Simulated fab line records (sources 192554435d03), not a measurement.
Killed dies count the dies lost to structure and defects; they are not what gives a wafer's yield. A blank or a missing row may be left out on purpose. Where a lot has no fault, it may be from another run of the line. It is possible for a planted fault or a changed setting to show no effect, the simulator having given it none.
Comparing a struck lot with a sound one || flow n5_finfet || 36 steps out of a route of 1938
Sound: wafers L525.2, L525.3, L525.4. Struck: wafer L523.1 (L523.3, L523.5, from the same lot, were not struck and are left out); the cause is given at the end.
At each step with rows: each side's tool, then ch and its chambers, then its first start. Under that, the readings that differ: sound wafers || struck wafers || difference of the means || sigmas: that difference in standard deviations of wafers without a fault.
alike: readings whose means differ by less than 2 such deviations, and words and numbers that are the same on both sides. not compared: withheld readings, readings that some wafer has no value for, bounds like >300 that may hide the same value, and numbers for which the record gives no deviation and whose values overlap.
Wherever a step has rows on one side only, a row that says differs or no value, or a row with sigmas, the two part there. Numbers that don't overlap but have no deviation are shown without sigmas and don't part them. A reading missing from all wafers of one side parts the sides only when that side holds two or more wafers.

first, 9 steps without rows for these wafers: N5_BEOL_M4_ANNEAL_95 (time 240 s); N5_BEOL_M4_SPUTTER_96 (material Cu, target thk 4.5 nm, time 8.29 s); N5_BEOL_M4_ECD_50 (material Cu, target thk 300 nm); N5_BEOL_M4_ANNEAL_51 (time 90 s); N5_BEOL_M4_CMP_52 (polishes, stops on SiOC, t overpolish 6.8 s, target thk 40 nm); N5_BEOL_M4_PRE_CLEAN_60 (time 15 s); N5_BEOL_M4_CO_CAP_55 (material Co, precursor CCTBA/H2, target thk 2 nm, time 102.1 s); N5_BEOL_M4_PRE_CLEAN_56 (time 15 s); N5_BEOL_M4_DEP_57 (deposits SiCN from 3MS/NH3, target thk 8 nm, time 14 s).
N5_BEOL_M4_RC_MEAS_101:
  sound on prober-02 ch 0, day 13 12:23; struck on prober-01 ch 0, day 12 19:45
{"reading": "DIBL_P (mV/V)", "sound": "34.4 31.9 31.8", "struck": 40.0, "difference": "+7.3", "sigmas": "+2"}
{"reading": "IOFF_P (nA/um)", "sound": "0.19 0.16 0.15", "struck": 0.27, "difference": "+0.10", "sigmas": "+2"}
{"reading": "ION_N (uA/um)", "sound": "666 639 653", "struck": 682, "difference": "+29", "sigmas": "+2"}
{"reading": "ION_P (uA/um)", "sound": "462 445 457", "struck": 475, "difference": "+20", "sigmas": "+2"}
{"reading": "SS_P (mV/dec)", "sound": "72.9 72.4 71.6", "struck": 74.3, "difference": "+2.0", "sigmas": "+2"}
{"reading": "VT_P (mV)", "sound": "-254 -256 -257", "struck": -246, "difference": "+10", "sigmas": "+3"}
  alike: DIBL_N, IOFF_N, SS_N, VT_N
then, 24 steps without rows for these wafers: N5_BEOL_M5_ILD_DEP_00 (deposits SiCOH lowk from DEMS/porogen, target thk 140.64 nm, time 25.9 s); N5_BEOL_M5_CURE_79 (cures SiCOH lowk, time 240 s); N5_BEOL_M5_PECVD_70 (deposits SiO2 from TEOS/O2, target thk 16 nm, time 18 s); N5_BEOL_M5_HM_DEP_02 (deposits TiN, target thk 20 nm); N5_BEOL_M5_COAT_59 (time 60 s, resist thk 60 nm); N5_BEOL_M5_COAT_60 (time 60 s, resist thk 12 nm); N5_BEOL_M5_COAT_71 (time 60 s, resist thk 5 nm); N5_BEOL_M5_COAT_05 (resist thk 30 nm); N5_BEOL_M5_EBR_07; N5_BEOL_M5_SOFTBAKE_06 (time 60 s); N5_BEOL_M5_EXPOSE_08 (exposes mask M5, target cd 28 nm); N5_BEOL_M5_PEB_09 (peb time 60 s); N5_BEOL_M5_DEVELOP_10 (develop time 30 s); N5_BEOL_M5_DESCUM_16 (chemistry O2, time 7 s); N5_BEOL_M5_ETCH_72 (etches underlayer in N2/H2, target depth 6.5 nm, time 5.2 s); N5_BEOL_M5_ETCH_61 (etches SiARC in CF4, target depth 15.6 nm, time 26 s); N5_BEOL_M5_ETCH_62 (etches SOC in N2/H2, target depth 75 nm, overetch 15 nm, time 112.5 s); N5_BEOL_M5_STRIP_63 (strips in N2/H2); N5_BEOL_M5_STRIP_73 (strips in N2/H2); N5_BEOL_M5_STRIP_64 (strips in CF4); N5_BEOL_M5_HM_OPEN_17 (chemistry Cl2/BCl3, target TiN, target depth 20 nm, overetch 6 nm); N5_BEOL_M5_STRIP_19 (strips in O2); N5_BEOL_M5_COAT_65 (time 60 s, resist thk 60 nm); N5_BEOL_M5_COAT_66 (time 60 s, resist thk 12 nm).
-- record jumps: 4 days separate the struck wafers' starts on either side; left off in module BEOL_M5, taken up again in module MIM_TOP_ETCH, whose first shown step is the route's number 1851 --
N5_MIM_TOP_ETCH_ETCH_00: etches TiN in Cl2/BCl3, target depth 38.5 nm.
  sound on rie_metal-02 ch 0,1, day 17 11:26; struck on rie_metal-03 ch 1, day 16 09:44
{"reading": "drypump_motor_current_A (A)", "sound": "4.7 4.7 5.5", "struck": 6.0, "difference": "+1.0", "sigmas": "+3"}
{"reading": "mfc_ar_sccm (sccm)", "sound": "24.93 24.95 24.85", "struck": 25.13, "difference": "+0.22", "sigmas": "+3"}
{"reading": "model.etch.depth_nm (nm)", "sound": "38.91 38.98 39.61", "struck": 31.83, "difference": -7.34, "sigmas": ""}
{"reading": "model.MIM_TOP_ETCH.feature_depth_nm (nm)", "sound": "39 39 39.6", "struck": 31.8, "difference": -7.4, "sigmas": ""}
  alike: oes_product_au, throttle_valve_pct
  not compared: rf_hours_counter_h
N5_PASSIVATION_PROBE_49:
  only the struck wafers here have rows in the record (prober-01, day 16 20:55); the sound ones have none

== WHERE THEY PART ==
At N5_BEOL_M4_RC_MEAS_101 first; at N5_PASSIVATION_PROBE_49 last (within this record only).

WHY: what had been put in by the simulator
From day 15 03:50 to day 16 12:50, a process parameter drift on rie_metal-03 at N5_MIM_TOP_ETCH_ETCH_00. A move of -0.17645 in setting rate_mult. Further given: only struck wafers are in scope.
